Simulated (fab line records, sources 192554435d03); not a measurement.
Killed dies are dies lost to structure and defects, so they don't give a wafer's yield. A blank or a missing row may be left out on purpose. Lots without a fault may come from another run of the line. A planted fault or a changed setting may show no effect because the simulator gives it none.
Which tool did it? | flow n5_finfet | 10 lots, 29 wafers sampled, at 4 steps of a route of 1938

WHAT THE GAUGES READ, wafer by wafer
N5_BEOL_M11_THK_MEAS_01.
lot  | measured     | on            | M11_ILD_THK (nm)
L358 | day 10 04:26 | film_metro-01 | 266 263 270
L359 | day 10 06:43 | film_metro-02 | 265 265 268
L362 | day 11 11:35 | film_metro-01 | 267 266 270
L363 | day 11 17:43 | film_metro-02 | 262 268 269
L365 | day 12 10:23 | film_metro-02 | 269 268 267
L366 | day 12 12:16 | film_metro-02 | 264 273 271
L376 | day 14 11:17 | film_metro-01 | 268 246
L380 | day 15 17:28 | film_metro-02 | 268 272 270
L381 | day 15 18:14 | film_metro-02 | 266 271 270
L379 | day 15 19:05 | film_metro-02 | 265 263 267

WHICH TOOL RAN EACH LOT (tool, then ch and the chambers of the sampled wafers, then the start)
lot  | N5_BEOL_M10_ETCH_41                           | N5_BEOL_M10_SPUTTER_48       | N5_BEOL_M11_ILD_DEP_00
L358 | rie_diel-06 ch 2,3, day 10 02:37 or earlier   | pvd_sputter-01, day 10 02:37 | pecvd-02 ch 0,1, day 10 03:51
L359 | rie_diel-06 ch 0,3, day 10 05:05 or earlier   | pvd_sputter-01, day 10 05:05 | pecvd-01 ch 0,2, day 10 06:08
L362 | rie_diel-04 ch 1,2, day 11 09:47 or earlier   | pvd_sputter-02, day 11 09:47 | pecvd-02 ch 0,2, day 11 10:59
L363 | rie_diel-04 ch 1,2, day 11 14:59 or earlier   | pvd_sputter-01, day 11 14:59 | pecvd-02 ch 1,2, day 11 16:52
L365 | rie_diel-06 ch 0,2,3, day 12 08:47 or earlier | pvd_sputter-02, day 12 08:47 | pecvd-02 ch 0,1,2, day 12 09:49
L366 | rie_diel-04 ch 0,2, day 12 10:38 or earlier   | pvd_sputter-03, day 12 10:38 | pecvd-01 ch 0,2, day 12 11:39
L376 | rie_diel-02 ch 0, day 14 09:29 or earlier     | pvd_sputter-01, day 14 09:29 | pecvd-01 ch 1,2, day 14 10:42
L380 | rie_diel-06 ch 0,2, day 15 15:06 or earlier   | pvd_sputter-01, day 15 15:06 | pecvd-02 ch 0,2, day 15 16:52
L381 | rie_diel-02 ch 0,1, day 15 15:41 or earlier   | pvd_sputter-01, day 15 15:41 | pecvd-02 ch 0,1,2, day 15 17:38
L379 | rie_diel-04 ch 1,2,3, day 15 16:40 or earlier | pvd_sputter-02, day 15 16:40 | pecvd-02 ch 0,1,2, day 15 18:01
- N5_BEOL_M10_ETCH_41: etches SiCN in CH3F/O2, target depth 42.6 nm, time 86 s.
- N5_BEOL_M10_SPUTTER_48: material Cu, target thk 12 nm, time 2 s.
- N5_BEOL_M11_ILD_DEP_00: deposits SiCOH lowk from DEMS/porogen, target thk 308.51 nm, time 58 s.

THE ANSWER, worked out from the rows above alone
Rule: what is usual is taken from the lots themselves. Put in order of their means at a reading, lots are off if they are a third of the lots or fewer, leave a main group of 4 or more, and stand apart from it by a gap of 3 or more times the standard deviation of the main group's means; of several such gaps the widest counts. A main group whose means are all the same, to the digits that the tables above print for the reading, isn't used. A lot without any number at a reading at which 4 lots or more have one is off too. The other lots that the step has rows for count as sound.
Off: L376, at N5_BEOL_M11_THK_MEAS_01 (M11_ILD_THK). The main group: mean 268 nm, standard deviation 1.6.
A tool fits if, at a process step before that reading, it ran every lot that is off, and no sound lot after the first of them. The gauges at N5_BEOL_M11_THK_MEAS_01 are tried like those tools. N5_BEOL_M10_ETCH_41 gives no start for some lots, so the hours and the order of its lots are those of N5_BEOL_M10_SPUTTER_48. Can't be told from this: 2 tools fit, pecvd-01 at N5_BEOL_M11_ILD_DEP_00, film_metro-01 at N5_BEOL_M11_THK_MEAS_01.

WHAT THE SIMULATOR HAD PUT IN
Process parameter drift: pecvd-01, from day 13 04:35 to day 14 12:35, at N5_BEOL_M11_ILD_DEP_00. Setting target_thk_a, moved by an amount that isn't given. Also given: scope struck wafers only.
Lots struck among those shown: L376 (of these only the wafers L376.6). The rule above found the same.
